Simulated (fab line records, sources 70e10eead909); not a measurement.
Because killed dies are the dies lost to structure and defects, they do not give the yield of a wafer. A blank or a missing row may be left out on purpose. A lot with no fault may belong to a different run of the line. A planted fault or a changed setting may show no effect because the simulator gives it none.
8D (eight disciplines) problem report, filled in by code | flow nand harc | the parts of the form that need people (team, actions taken, sign-off) are left out

== 1. WHAT WENT WRONG ==
exposure dose mJ cm2 at NHARC_A_STAIRCASE_EXPOSE_286 reads a mean of 17.837 on 9 wafers of 3 lots; wafers without a fault read 25.012 with a standard deviation of 0.023. So: -99 or more standard deviations from the usual mean.
The step: exposes mask CHOP 100.
The first sign was on wafer L584.2 at day 19 16:53, on krf scanner-01. At this step, 33 wafers from 11 lots have a number in the record. The rule behind "out" and "out of limits": a value lying over 4 standard deviations away from the usual mean. The other wafers with a number count as sound.

== 2. WHAT IT IS, WHAT IT ISN'T ==
question                    | is                     | is not
which readings at this step | exposure dose mJ cm2   | reticle temp C
which lots                  | L584, L586, L589       | L576, L578, L579, L585, L588, L592, L593, L599
which wafers of those lots  | all that have a number | -
read on which tools         | krf scanner-01         | krf scanner-02, krf scanner-04
when                        | from day 19 16:53      | up to then (9 sound wafers); but 15 sound wafers of L585, L588, L592, L593, L599 came after

== 3. THE SUSPECTS, EACH WITH WHAT RULES IT OUT ==
Counting: any tool at a process step up to the reading is kept as a suspect provided that every lot that is out went through it and no sound lot did after the first of them.
- krf scanner-01 at NHARC_A_STAIRCASE_EXPOSE_286 (exposes mask CHOP 100): kept. Every lot that is out went through it, starting with L584 (day 19 16:53), and after that it ran no sound lot; the last sound lot it ran before then is L578 (day 17 07:53). Its own readings are out on those wafers: exposure dose mJ cm2.
The count leaves krf scanner-01 at NHARC_A_STAIRCASE_EXPOSE_286.

== 4. THE CAUSE (what the simulator had put in) ==
Process parameters drifting: krf scanner-01 at NHARC_A_STAIRCASE_EXPOSE_286, beginning at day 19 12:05. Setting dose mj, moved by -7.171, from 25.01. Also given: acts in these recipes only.
Counting left only this tool.

== 5. THE CHAIN OF EFFECTS, in route order ==
Each row: a reading where the mean over the struck wafers with a number is more than 3 standard deviations away from the usual. Scope: only readings with a usual standard deviation given in the record; hours: median across lots of the time from each lot's start at the first step in this table that gives one to its start at this step; sigmas: change in usual standard deviations.
hours | step                         | reading              | usual  | on struck wafers | change | sigmas
0     | NHARC_A_STAIRCASE_EXPOSE_286 | exposure dose mJ cm2 | 25.012 | 17.837           | -7.175 | -99 or more
Here are the process steps it includes:
- NHARC_A_STAIRCASE_EXPOSE_286: exposes mask CHOP 100.
At these later measuring or inspecting steps, every struck wafer for which the step has a row has a number for every such reading, and none has moved that far: NHARC_END_SORT_01.

== 6. HOW IT WOULD HAVE BEEN CAUGHT EARLIER ==
The fault began at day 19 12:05; the first out-of-limits reading in this record came at day 19 16:53, 5 hours later.
